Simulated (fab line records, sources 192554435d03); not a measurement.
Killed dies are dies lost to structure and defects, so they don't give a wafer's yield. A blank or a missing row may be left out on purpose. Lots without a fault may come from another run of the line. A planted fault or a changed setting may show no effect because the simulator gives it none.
One fault seen from 2 desks | flow n5_finfet | each desk has only its own numbers; what lay behind them comes last

THE TOOL OWNER'S DESK: euv_scanner-02
The tool's own readings at N5_BEOL_M4_EXPOSE_25 (exposes mask V3, defocus 5 nm): means of the sampled wafers that have a number, for each lot that ran on this tool. A lot is out of limits, marked OUT, if its mean lies more than 4 standard deviations from the usual mean; the brackets give that distance.
Columns: A = exposure_dose_mJ_cm2 at N5_BEOL_M4_EXPOSE_25, usual 62.81
lot  | first seen here | A
L132 | day 8 17:10     | 62.79
L136 | day 9 21:41     | 66.97 (+80) OUT
L137 | day 10 03:39    | 66.09 (+63) OUT
This desk's finding: out of limits on L136, L137; first on L136, day 9 21:41 (exposure_dose_mJ_cm2 at N5_BEOL_M4_EXPOSE_25). In limits: L132.

THE METROLOGY DESK
What the gauges read, lot by lot, whatever tool the lot ran on: means of the sampled wafers that have a number. A lot is out of limits, marked OUT, if its mean lies more than 4 standard deviations from the usual mean; the brackets give that distance. Of its 11 readings 7 are shown: the one that was out of limits first, and those that lie furthest out on some lot.
Columns: A = cd_nm at N5_BEOL_M4_CD_MEAS_28, usual 26.17 nm; B = DIBL_N at N5_BEOL_M4_RC_MEAS_101, usual 36.5 mV/V; C = DIBL_P at N5_BEOL_M4_RC_MEAS_101, usual 36.6 mV/V; D = SS_N at N5_BEOL_M4_RC_MEAS_101, usual 71.6 mV/dec; E = SS_P at N5_BEOL_M4_RC_MEAS_101, usual 73.4 mV/dec; F = VT_N at N5_BEOL_M4_RC_MEAS_101, usual 250.0 mV; G = VT_P at N5_BEOL_M4_RC_MEAS_101, usual -250 mV
lot  | first seen here | A                | B    | C    | D    | E    | F     | G
L128 | day 7 14:22     | 26.33            | 38.1 | 37.7 | 71.8 | 73.4 | 250.1 | -248
L132 | day 8 17:19     | 26.12            | 36.7 | 36.7 | 71.6 | 73.2 | 246.6 | -246
L136 | day 9 21:50     | 27.42 (+5.4) OUT | 36.8 | 37.6 | 71.7 | 73.7 | 247.4 | -244
L137 | day 10 03:47    | 27.11 (+4.1) OUT | 36.9 | 34.8 | 71.2 | 73.0 | 249.7 | -250
L139 | day 10 11:32    | 26.19            | 39.5 | 39.8 | 72.5 | 74.7 | 248.8 | -251
L140 | day 10 14:13    | 26.27            | 36.5 | 36.0 | 71.3 | 72.8 | 250.2 | -248
L141 | day 11 03:23    | 26.27            | 36.9 | 37.1 | 71.7 | 73.7 | 250.9 | -254
L145 | day 11 21:35    | 25.92            | 35.7 | 35.1 | 71.2 | 72.9 | 254.0 | -253
This desk's finding: out of limits on L136, L137; first on L136, day 9 21:50 (cd_nm at N5_BEOL_M4_CD_MEAS_28). In limits: L128, L132, L139, L140, L141, L145.

PUT TOGETHER
The tool owner's desk could have raised an alarm at day 9 21:41, on L136, L137.
The metrology desk could have raised an alarm at day 9 21:50, on L136, L137.
Of the lots named, all ran N5_BEOL_M4_EXPOSE_25 on euv_scanner-02.

WHAT THE SIMULATOR HAD PUT IN
Process parameter drift: euv_scanner-02, from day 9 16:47 on, at N5_BEOL_M4_EXPOSE_25. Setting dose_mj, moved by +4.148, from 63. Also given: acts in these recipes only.
Lots struck among those shown: L136, L137.
Hours from the fault's start to each desk's first reading out of limits: the tool owner's desk, 5; the metrology desk, 5.
